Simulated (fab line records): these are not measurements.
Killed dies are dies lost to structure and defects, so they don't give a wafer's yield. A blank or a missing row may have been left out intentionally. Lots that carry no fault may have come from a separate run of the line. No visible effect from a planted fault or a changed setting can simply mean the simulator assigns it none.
A struck lot beside a sound one ; flow n5Finfet ; 15 steps out of a route of 1938
Sound: the wafers L390.3, L390.4, L390.5. Struck: wafer L397.4 (left out: L397.3, a lot-mate that was not struck); the cause follows at the end.
For every step that has rows: the tool of each side, followed by ch and its chambers, followed by its first start. Under that, the readings that differ: sound wafers ; struck wafers ; difference of the means ; sigmas: that difference in standard deviations of wafers without a fault.
alike: same words and numbers on both sides, and readings whose means sit less than 2 such deviations apart. not compared: any withheld reading, any reading some wafer has no value for, any bound like >300 that may hide the same value, and any number with overlapping values for which the record gives no deviation.
The two part at a step that has a row with sigmas, a row that says differs or no value, or rows on one side only. Numbers that don't overlap but have no deviation are shown without sigmas and don't part them. A reading that every wafer of one side lacks parts them only if that side has two wafers or more.

first, 2 steps without rows for these wafers: N5_BEOL_M3_SPUTTER_90 (material Cu, target thk 4.5 nm, time 8.29 s); N5_BEOL_M3_ANNEAL_91 (time 240 s).
N5_BEOL_M3_SPUTTER_92: material Cu, target thk 4.5 nm, time 8.29 s.
  sound on pvdSputter-03, day 9 12:55; struck on pvdSputter-02, day 12 00:13
  alike: susceptorTempC, throttleValvePct
then, 1 step without rows for these wafers: N5_BEOL_M3_ANNEAL_93 (time 240 s).
N5_BEOL_M3_SPUTTER_94: material Cu, target thk 4.5 nm, time 8.29 s.
  sound on pvdSputter-03, day 9 13:08; struck on pvdSputter-02, day 12 00:26
  alike: susceptorTempC, throttleValvePct
then, 1 step without rows for these wafers: N5_BEOL_M3_ANNEAL_95 (time 240 s).
N5_BEOL_M3_SPUTTER_96: material Cu, target thk 4.5 nm, time 8.29 s.
  sound on pvdSputter-03, day 9 13:21; struck on pvdSputter-02, day 12 00:39
  alike: susceptorTempC, throttleValvePct
then, 2 steps without rows for these wafers: N5_BEOL_M3_ECD_50 (material Cu, target thk 300 nm); N5_BEOL_M3_ANNEAL_51 (time 90 s).
N5_BEOL_M3_CMP_52: polishes, stops on SiOC, t overpolish 6.8 s, target thk 40 nm.
  sound on cmp-01 ch 0,2,3, day 9 15:05; struck on cmp-02 ch 2, day 12 01:11
  alike: barrierFieldEndpointS, motorCurrentA, overpolishRunS, timeToEndpointS
  not compared: padLifeWafers
N5_BEOL_M3_THK_MEAS_53: measures by xrf.
  sound on filmMetro-02, day 9 15:19; struck on filmMetro-01, day 12 01:26
  alike: M3_THK
N5_BEOL_M3_PRE_CLEAN_60: time 15 s.
  sound on cvdCo-02 ch 1,2, day 9 15:20; struck on cvdCo-02 ch 2, day 12 01:30
  alike: heaterPowerW
  not compared: susceptorTempC
N5_BEOL_M3_CO_CAP_55: material Co, precursor CCTBA/H2, target thk 2 nm, time 102.1 s.
  sound on cvdCo-02 ch 1,2, day 9 15:23; struck on cvdCo-02 ch 2, day 12 01:32
reading;sound;struck;difference;sigmas
runLengthS (s);125.3 124.7 125.1;97.6;-27.4;-54
model.Co_of_BEOL_M3_CO_CAP_55.thkNm (nm);2 2 2.2;1.4;-0.7;
  alike: heaterPowerW
  not compared: susceptorTempC
then, 1 step without rows for these wafers: N5_BEOL_M3_PRE_CLEAN_56 (time 15 s).
N5_BEOL_M4_RC_MEAS_101:
  sound on prober-01 ch 0, day 11 01:19; struck on prober-02 ch 0, day 12 19:52
  alike: DIBL_N, DIBL_P, IOFF_N, IOFF_P, ION_N, ION_P, SS_N, SS_P, VT_N, VT_P

WHERE THEY PART
Only at N5_BEOL_M3_CO_CAP_55, as far as this record shows. Later steps at which nothing parts them and some readings are alike: N5_BEOL_M4_RC_MEAS_101.

WHY: the cause the simulator had injected
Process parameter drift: cvdCo-02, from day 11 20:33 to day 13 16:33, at N5_BEOL_M3_CO_CAP_55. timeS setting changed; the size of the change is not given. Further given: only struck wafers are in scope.
